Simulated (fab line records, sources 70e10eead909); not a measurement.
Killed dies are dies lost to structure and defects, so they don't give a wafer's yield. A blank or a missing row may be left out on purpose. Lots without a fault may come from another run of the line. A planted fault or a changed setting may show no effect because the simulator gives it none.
fab line records | flow nand_harc
record lots=6 wafers=18 last_day=33
route steps=1302 shown A_SLIT@926 END@1302
lots that met no fault: from a run of the same line without faults
start_h: hours from the record's first day to the start of the lot's first wafer shown | wait_h: hours since the lot's step before | " the same as in the row above | L1.1+2: a row that stands for several wafers | - no value, or no start given | * or withheld: withheld | < > ~ a bound
route shown NAME@n: a module of which the file shows steps, and the number in the route of the first | usual: mean/standard deviation of fault-free wafers | same: alike in all rows | chamber/n: place in a boat | sites: the reading at each site | _std_site: their standard deviation | _edge_site: outer sites' mean less inner sites' | radius_mm: how far each site lies from the wafer's centre | mask NAME#n: copy n | behind: the tool/chamber that last shaped the wafer | hold: why the lot was held/for how many hours/how that ended | device: the transistor (n, p or np) that didn't switch | end of line: the same wafers' tests at the end of the route | a step without rows: its recipe alone | killed: dies lost to structure and defects at the first sort, not the wafer's yield | map: a wafer's dies, x killed, . not, _ none there
set.NAME: the setting as run; set.NAME@STEP: as run at that earlier step | model.NAME: the simulator's own value behind a step, which no gauge read
lots at some steps of the route; a table a step, a row a wafer
services: from which hour (start_h, from the record's first day; less than 0 if before it) a tool's chamber was out of use, for how many hours, and why
## steps
# step NHARC_A_SLIT_HMDS_02
# recipe time_s=30
# step NHARC_A_SLIT_COAT_03
# recipe spin_rpm=1500 resist_thk_nm=90
# step NHARC_A_SLIT_SOFTBAKE_04
# recipe temp_c=105 time_s=55
# step NHARC_A_SLIT_EBR_05
# step NHARC_A_SLIT_EXPOSE_06
# recipe na=1.35 dose_mj=60.82 mask_id=SLIT
# step NHARC_A_SLIT_PEB_07
# recipe peb_temp_c=100 peb_time_s=65
# step NHARC_A_SLIT_DEVELOP_08
# recipe develop_time_s=35 dev_temp_c=23
# step NHARC_A_SLIT_CD_MEAS_09
# recipe target_cd_nm=300 landing_energy_ev=500
# usual cd_nm=300.4/0.72
# columns lot.wafer tool chamber start_h wait_h cd_nm
L522.1 cd_sem-01 0 518.64 - 299.2
L522.3 " 0 " " 300.0
L522.6 " 0 " " 300.2
L521.1 cd_sem-01 0 519.80 - 300.1
L521.3 " 0 " " 300.8
L521.6 " 0 " " 301.4
L531.4 cd_sem-01 0 610.86 - 299.4
L531.5 " 0 " " 299.5
L531.6 " 0 " " 299.0
L533.2 cd_sem-03 0 621.21 - 300.7
L533.4 " 0 " " 300.3
L533.6 " 0 " " 300.8
L535.2 cd_sem-03 0 645.38 - 301.9
L535.3 " 0 " " 300.2
L535.6 " 0 " " 300.8
L536.2 cd_sem-01 0 668.28 - 301.6
L536.3 " 0 " " 301.7
L536.6 " 0 " " 301.0
# step NHARC_A_SLIT_OVL_MEAS_10
# usual overlay_x_nm=-0.4/0.89 overlay_y_nm=-0.1/0.56
# columns lot.wafer tool chamber start_h wait_h overlay_x_nm overlay_y_nm
L522.1 overlay-02 - 518.73 - 0.6 0.0
L522.3 " - " " 0.8 0.5
L522.6 " - " " 0.9 -0.1
L521.1 overlay-02 - 519.89 - -0.1 0.2
L521.3 " - " " -0.1 0.6
L521.6 " - " " 0.5 0.7
L531.4 overlay-02 - 610.94 - -0.3 -0.1
L531.5 " - " " -0.4 -0.5
L531.6 " - " " -0.9 -0.3
L533.2 overlay-02 - 621.29 - 0.1 -0.4
L533.4 " - " " -0.7 0.2
L533.6 " - " " 0.0 0.0
L535.2 overlay-02 - 645.47 - -2.1 0.4
L535.3 " - " " -1.6 -0.2
L535.6 " - " " -2.0 -0.2
L536.2 overlay-01 - 668.36 - -0.7 0.2
L536.3 " - " " -0.5 -0.4
L536.6 " - " " -0.4 -0.1
# step NHARC_A_SLIT_INSPECT_11
# usual raw_defect_count=58/29
# columns lot.wafer tool chamber start_h wait_h raw_defect_count
L522.1 defect_inspect-01 - 518.77 0.0 80
L522.3 " - " " 79
L522.6 " - " " 94
L521.1 defect_inspect-02 - 519.92 0.0 114
L521.3 " - " " 122
L521.6 " - " " 123
L531.4 defect_inspect-01 - 610.98 0.0 30
L531.5 " - " " 20
L531.6 " - " " 18
L533.2 defect_inspect-02 - 621.33 0.0 59
L533.4 " - " " 67
L533.6 " - " " 58
L535.2 defect_inspect-02 - 645.51 0.0 24
L535.3 " - " " 26
L535.6 " - " " 25
L536.2 defect_inspect-02 - 668.40 0.0 20
L536.3 " - " " 25
L536.6 " - " " 23
# step NHARC_A_SLIT_DESCUM_14
# recipe time_s=3 o2_flow_sccm=200 ar_flow_sccm=0 bias_power_w=0 chemistry=O2
# usual drypump_motor_current_A=5.6/0.46 oes_product_au=0.996/0.014 rf_vpp_V=57.7/0.88 showerhead_plenum_p_Torr=1.90/0.065 throttle_valve_pct=11.312/0.0095
# columns lot.wafer tool chamber start_h wait_h drypump_motor_current_A oes_product_au rf_hours_counter_h rf_vpp_V showerhead_plenum_p_Torr throttle_valve_pct
L522.1 rie_diel-10 3 518.83 0.1 6.3 1.006 6.1 56.2 1.95 11.310
L522.3 " 0 " " 5.8 1.008 6.6 57.1 1.94 11.314
L522.6 " 0 " " 5.8 1.020 - 57.5 1.94 11.301
L521.3 rie_diel-04 1 519.99 0.1 6.1 0.983 7.3 58.7 2.00 11.292
L521.1 " 3 " " 5.9 0.988 8.7 59.2 1.96 11.318
L521.6 " 2 " " 4.7 0.988 - 58.2 1.80 11.300
L531.4 rie_diel-10 2 611.05 0.1 5.2 0.995 0.7 57.5 1.88 11.318
L531.6 " 1 " " 5.7 0.992 - 58.9 1.80 11.312
L531.5 " 2 " " 5.2 1.001 - 58.6 1.88 11.289
L533.2 rie_diel-10 0 621.39 0.1 5.9 0.993 2.4 58.2 1.94 11.314
L533.4 " 1 " " 5.7 1.006 2.9 57.8 1.80 11.296
L533.6 " 0 " " 5.8 1.009 - 58.6 1.94 11.306
L535.2 rie_diel-04 2 645.57 0.1 4.8 1.004 6.6 59.0 1.80 11.320
L535.3 " 3 " " 5.9 1.028 7.5 59.3 1.96 11.304
L535.6 " 1 " " 6.2 0.983 - 58.3 1.99 11.304
L536.2 rie_diel-04 1 668.46 0.1 6.1 0.993 6.3 59.6 1.99 11.307
L536.3 " 2 " " 4.7 0.988 8.2 56.6 1.80 11.311
L536.6 " 2 " " 4.7 0.990 - 56.3 1.80 11.314
# step NHARC_A_SLIT_ETCH_24
# recipe target_depth_a=1210 time_s=60.5 cf4_flow_sccm=100 chf3_flow_sccm=30 ar_flow_sccm=0 rf_w=500 bias_w=200 chemistry=CF4/CHF3
# usual drypump_motor_current_A=5.7/0.47 oes_product_au=0.964/0.017 rf_vpp_V=370.3/1.8 showerhead_plenum_p_Torr=1.57/0.05 throttle_valve_pct=16.802/0.0096
# columns lot.wafer tool chamber start_h wait_h drypump_motor_current_A oes_product_au rf_hours_counter_h rf_vpp_V showerhead_plenum_p_Torr throttle_valve_pct
L522.1 rie_diel-10 3 518.91 0.1 6.3 0.966 6.1 371.7 1.60 16.800
L522.3 " 1 " " 5.6 0.965 5.5 367.6 1.48 16.804
L522.6 " 3 " " 6.4 0.969 - 371.1 1.60 16.787
L521.1 rie_diel-04 3 520.08 0.1 5.9 0.985 8.7 370.3 1.61 16.811
L521.3 " 0 " " 5.7 0.977 7.7 369.8 1.56 16.800
L521.6 " 2 " " 4.7 0.957 - 367.0 1.48 16.799
L531.4 rie_diel-10 2 611.14 0.1 5.2 0.964 0.7 370.6 1.55 16.786
L531.5 " 3 " " 6.3 0.994 - 370.9 1.60 16.805
L531.6 " 0 " " 5.9 0.978 - 371.1 1.60 16.795
L533.2 rie_diel-10 1 621.49 0.1 5.6 0.938 2.9 366.8 1.48 16.803
L533.4 " 2 " " 5.2 0.972 2.4 370.5 1.55 16.800
L533.6 " 0 " " 5.8 0.946 - 370.7 1.60 16.815
L535.2 rie_diel-04 1 645.65 0.1 6.1 0.948 5.3 372.2 1.64 16.802
L535.3 " 3 " " 5.9 0.998 7.5 371.6 1.61 16.821
L535.6 " 2 " " 4.8 0.961 - 368.3 1.48 16.790
L536.2 rie_diel-04 0 668.56 0.1 5.7 0.945 7.3 370.4 1.56 16.805
L536.3 " 1 " " 6.2 0.932 6.3 371.1 1.64 16.802
L536.6 " 3 " " 5.9 0.976 - 371.6 1.61 16.809
# step NHARC_A_SLIT_ETCH_15
# recipe target_depth_a=62000 over_etch_frac=0.3 time_s=1612 ion_energy_ev=150 o2_flow_sccm=400 cos_flow_sccm=20 ar_flow_sccm=0 rf_w=500 bias_w=300 chemistry=O2/COS
# usual cos_flow_sccm=20.00/0.063 drypump_motor_current_A=5.7/0.45 oes_product_au=0.999/0.014 rf_vpp_V=313.8/1.6 showerhead_plenum_p_Torr=3.10/0.099 throttle_valve_pct=28.331/0.0091
# columns lot.wafer tool chamber start_h wait_h cos_flow_sccm drypump_motor_current_A oes_product_au rf_hours_counter_h rf_vpp_V showerhead_plenum_p_Torr throttle_valve_pct
L522.1 rie_diel-10 1 519.12 - 20.09 5.7 0.995 5.8 311.5 2.94 28.329
L522.3 " 2 " " 19.94 5.2 0.969 6.3 313.3 3.08 28.346
L522.6 " 1 " " 19.99 5.7 1.001 - 311.8 2.94 28.328
L521.1 rie_diel-04 1 520.16 - 19.96 6.2 1.000 7.6 315.6 3.25 28.332
L521.3 " 0 " " 20.05 5.8 1.002 8.0 312.9 3.09 28.330
L521.6 " 1 " " 19.93 6.2 0.990 - 316.2 3.25 28.327
L531.4 rie_diel-10 2 611.44 - 20.03 5.3 0.865 0.9 313.9 3.08 28.331
L531.6 " 0 " " 19.99 5.8 0.993 - 315.5 3.17 28.337
L531.5 " 1 " " 19.87 5.7 1.003 - 311.2 2.94 28.334
L533.2 rie_diel-10 0 621.68 - 20.01 5.9 1.005 2.7 314.9 3.17 28.328
L533.4 " 2 " " 19.95 5.2 0.851 2.7 312.7 3.08 28.339
L533.6 " 3 " " 20.01 6.4 1.007 - 314.7 3.18 28.327
L535.2 rie_diel-04 3 645.85 - 19.95 5.9 1.032 7.7 314.9 3.19 28.320
L535.3 " 1 " " 19.99 6.2 0.987 5.5 316.3 3.25 28.338
L535.6 " 2 " " 20.03 4.7 1.012 - 311.2 2.94 28.331
L536.3 rie_diel-04 2 668.86 - 19.95 4.7 1.003 8.4 312.0 2.94 28.312
L536.2 " 3 " " 20.06 5.9 1.025 9.4 314.3 3.19 28.332
L536.6 " 0 " " 20.08 5.7 1.015 - 313.4 3.09 28.326
# step NHARC_A_SLIT_ETCH_17
# recipe bias_v=900 source_w=withheld pressure_mtorr=20 ar_flow_sccm=375 c4f8_flow_sccm=83.3 o2_flow_sccm=41.7 time_s=4254.5 target_depth_a=2.03e+05 chemistry=C4F8/O2/Ar
# usual drypump_motor_current_A=6.02/0.27 showerhead_plenum_p_Torr=3.69/0.11 throttle_valve_pct=32.046/0.0088
# columns lot.wafer tool chamber start_h wait_h drypump_motor_current_A rf_hours_counter_h showerhead_plenum_p_Torr throttle_valve_pct
L522.1 har_etch-01 1 521.51 - 6.20 280 3.63 32.048
L522.3 " 1 522.73 - 6.20 - 3.63 32.048
L522.6 " 0 " " 6.14 - 3.63 32.049
L521.1 har_etch-01 1 525.36 - 6.18 284 3.63 32.048
L521.3 " 0 " " 6.16 - 3.63 32.054
L521.6 " 1 527.84 - 6.19 - 3.63 32.038
L531.4 har_etch-01 1 613.51 - 6.19 - 3.60 32.036
L531.5 " 1 614.71 - 6.18 - 3.60 32.053
L531.6 " 0 " " 6.13 - 3.60 32.065
L533.2 har_etch-02 0 622.65 - 5.55 130 3.64 32.043
L533.4 " 1 624.48 - 6.20 - 3.87 32.046
L533.6 " 0 " " 5.54 - 3.64 32.041
L535.2 har_etch-01 1 650.28 - 6.19 360 3.59 32.055
L535.3 " 0 " " 6.15 - 3.59 32.050
L535.6 " 0 652.07 - 6.17 - 3.59 32.056
L536.2 har_etch-02 0 670.32 - 5.55 157 3.62 32.044
L536.3 " 0 671.52 - 5.54 - 3.62 32.015
L536.6 " 1 " " 6.13 - 3.85 32.044
# step NHARC_END_SORT_01
# recipe temp_c=25
# usual killed_at_array=55/17 killed_at_other=0.9/1.2 killed_at_periphery=3.7/2.5 killed_dies=59/18 killed_open=3.4/1.9 killed_short=2.6/1.6
# same gross_dies=677
# columns lot.wafer tool chamber start_h wait_h killed_at_array killed_at_other killed_at_periphery killed_dies killed_open killed_short
L521.1 prober-01 0 647.29 2.5 88 2 1 91 4 4
L521.3 prober-01 0 648.91 3.1 74 2 1 77 5 2
L521.6 prober-01 0 651.33 4.0 80 2 3 85 4 4
L533.4 prober-02 0 733.90 3.4 238 0 5 243 2 3
L531.4 prober-01 0 741.56 3.4 226 2 5 233 3 5
L531.5 prober-01 0 742.35 3.7 51 3 8 62 2 4
L531.6 prober-01 0 743.15 4.0 58 1 4 63 2 3
# killed by level:class
L521.1 A_CHANNEL_HOLE_D1:chamber_film_flake=28 A_CHANNEL_HOLE_D2:chamber_film_flake=26 A_SLIT:chamber_film_flake=19 A_CONTACT:chamber_film_flake=7 A_DECK1_JOINT:geometric_particle:short=2 A_WL_FILL:chamber_film_flake=2 P_M1:geometric_particle:short=1 A_ONON_D1:geometric_particle:short=1
L521.3 A_CHANNEL_HOLE_D2:chamber_film_flake=24 A_CHANNEL_HOLE_D1:chamber_film_flake=20 A_SLIT:chamber_film_flake=19 A_CONTACT:chamber_film_flake=4 A_CHANNEL_FILL_D1:geometric_particle:short=1 A_ONON_D2:geometric_particle:open=1 A_CHANNEL_FILL_D2:geometric_particle:short=1 A_CHANNEL_FILL_D2:geometric_particle:open=1
L521.6 A_CHANNEL_HOLE_D2:chamber_film_flake=30 A_CHANNEL_HOLE_D1:chamber_film_flake=22 A_SLIT:chamber_film_flake=17 A_CONTACT:chamber_film_flake=4 A_CHANNEL_FILL_D1:geometric_particle:open=2 P_ZERO_WELL:chamber_film_flake=2 STARTING-WAFER:geometric_particle:short=2 P_GATE:geometric_particle:open=1
L533.4 A_SLIT:area_etch=190 A_CHANNEL_HOLE_D1:chamber_film_flake=31 A_SLIT:chamber_film_flake=4 A_CHANNEL_FILL_D2:geometric_particle:short=2 P_M1:chamber_film_flake=2 A_CONTACT:chamber_film_flake=2 A_CHANNEL_HOLE_D2:chamber_film_flake=2 A_BLC:chamber_film_flake=2
L531.4 A_SLIT:area_etch=181 A_SLIT:chamber_film_flake=18 A_CHANNEL_HOLE_D1:chamber_film_flake=5 P_GATE:chamber_film_flake=4 A_CHANNEL_HOLE_D2:chamber_film_flake=4 A_STAIRCASE:chamber_film_flake=4 A_CONTACT:chamber_film_flake=4 A_ONON_D1:geometric_particle:short=2
L531.5 A_SLIT:chamber_film_flake=28 A_CHANNEL_HOLE_D1:chamber_film_flake=11 P_GATE:chamber_film_flake=4 A_CHANNEL_HOLE_D2:chamber_film_flake=3 THIN_TSV:chamber_film_flake=3 A_CHANNEL_HOLE_D2:geometric_particle:short=2 P_M1:chamber_film_flake=2 A_CONTACT:chamber_film_flake=2
L531.6 A_SLIT:chamber_film_flake=39 A_CHANNEL_HOLE_D2:chamber_film_flake=5 A_CHANNEL_HOLE_D1:chamber_film_flake=4 A_WL_FILL:chamber_film_flake=4 P_GATE:chamber_film_flake=2 P_M0:geometric_particle:open=1 A_CHANNEL_HOLE_D1:geometric_particle:short=1 A_DECK1_JOINT:geometric_particle:short=1
# map L531.4 (x killed, . not)
____________.____________
_________xx..x.._________
_______xxxx....x.x_______
______xxxxx........______
_____..xxxx..x......_____
____.xxxxx...........____
____x.x.xx..x...x..x.____
___..x.x.x............___
___...xx..x.x.x.......___
__.x.x.........x...x...__
__x.xx.....x.........x.__
_..xx....x..x.........x._
_x...x.x..x.x.....x.x..._
_.xxx..xx.x.x.....x....._
_xx..xx......x.x........_
_.x.xxxx.x......x.x....._
.xx.x.xxx........x..x...x
.xxx.xx.x.....x..xxx.....
xx..xxx..x.xx...x........
xx.x..xxx.x.....x.x....x.
xxxxxxxx.....x.x....x....
_..x.x.x..xx.x......x..._
_xxx.xxx....x..x...x...._
_..x.x...xx.xx..x...xx.._
_.xxx..xxx.xxx.........._
_xxxx.........x.....x..._
__.xxxxxxxx.x..........__
__xxx.x.xx..x..........__
___xx.x..xx...........___
___.xx.xxx.x....xx....___
____xx........x.x..x.____
____x.x.xx...........____
_____x.x...xxx..x..._____
______xxxxxx..x...x______
_______x..xx..xx.._______
_________.x.xx.x_________
____________x____________
# map L533.4 (x killed, . not)
____________.____________
_________x.xx..._________
_______xxx.x..xxx._______
______xx.xx.x.xx...______
_____..x.x..x....x.._____
____xx...x...........____
____x.x....x.........____
___.x..x.x...x.x......___
___xxxxxx..x..........___
__x.x.x....x.......x.x.__
__xx..x...........xx...__
_xxxxxxxx.....x........._
_x..x.x..x.............._
_xx.xxxxx..x...x........_
_xx.xxxxxxxx........x..._
_x.xxxxx.x.x.x.........._
.xxx.xxxxxx..............
xxxx.xx.xxx..x..x.x......
.xx.x..xxxxx..x..........
xxx..xxxxxx......x..x....
xxx.x.xx.xxx.......x....x
_xxxxxxx....x.....x...x._
_x...xx.......x........._
_xxxxx.x...xx.x........._
_x.xxxxx..x.xxx........._
_x.x..x....x...x......x._
__xxxxxx...xx...x......__
__xxxxxxx..............__
___xxxx.x...xx..x.....___
___x..x.....xx.x....x.___
____xx.x.x.xxxx.....x____
____.x.....x.........____
_____xxxx....x..xx.._____
______.xxx.x.xx....______
_______xx..x.x...._______
_________......x_________
____________x____________
## services
# columns tool chamber start_h hours kind
rie_diel-10 0 502.00 - clean
rie_diel-10 1 502.00 - clean
rie_diel-10 2 502.00 - clean
rie_diel-10 3 502.00 - clean
rie_diel-04 0 510.97 - clean
rie_diel-04 1 510.97 - clean
rie_diel-04 2 510.97 - clean
rie_diel-04 3 510.97 - clean
rie_diel-10 0 526.50 - clean
rie_diel-10 1 526.50 - clean
rie_diel-10 2 526.50 - clean
rie_diel-10 3 526.50 - clean
rie_diel-04 - 531.97 9.0 pm
rie_diel-04 0 531.97 9.0 vent_cycle
rie_diel-04 1 531.97 9.0 vent_cycle
rie_diel-04 2 531.97 9.0 vent_cycle
rie_diel-04 3 531.97 9.0 vent_cycle
rie_diel-04 0 540.97 - clean
rie_diel-04 1 540.97 - clean
rie_diel-10 0 570.28 1.5 repair
rie_diel-10 2 592.47 8.4 repair
rie_diel-10 - 596.50 9.0 pm
rie_diel-10 - 620.45 0.6 repair
har_etch-02 - 634.78 1.7 repair
## key
first_sign step=NHARC_A_SLIT_ETCH_15 reading=oes_product_au direction=down sigmas=9.9 usual=0.999 struck=0.858
effect step=NHARC_END_SORT_01 reading=killed_at_array direction=up sigmas=10 usual=55 struck=232
more_kills_born_at NHARC_A_SLIT_ETCH_15@rie_diel-10=371
met_at NHARC_A_SLIT_ETCH_15
struck_wafers L531.4,L533.4
tester_left_out L531,L533
onset_between 519.12 611.44
fault kind=process_parameter_drift tool=rie_diel-10 chamber=2 onset_h=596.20 steps=NHARC_A_SLIT_ETCH_15 channel=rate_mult offset=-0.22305 shape=step end_h=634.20
# tester_left_out: of these lots the tester's yield and bins aren't shown, on N5 and GAA mostly nor the transistor test; their killed dies are dies lost to structure and defects alone, not to doping, threshold or leakage, so they don't give the yield
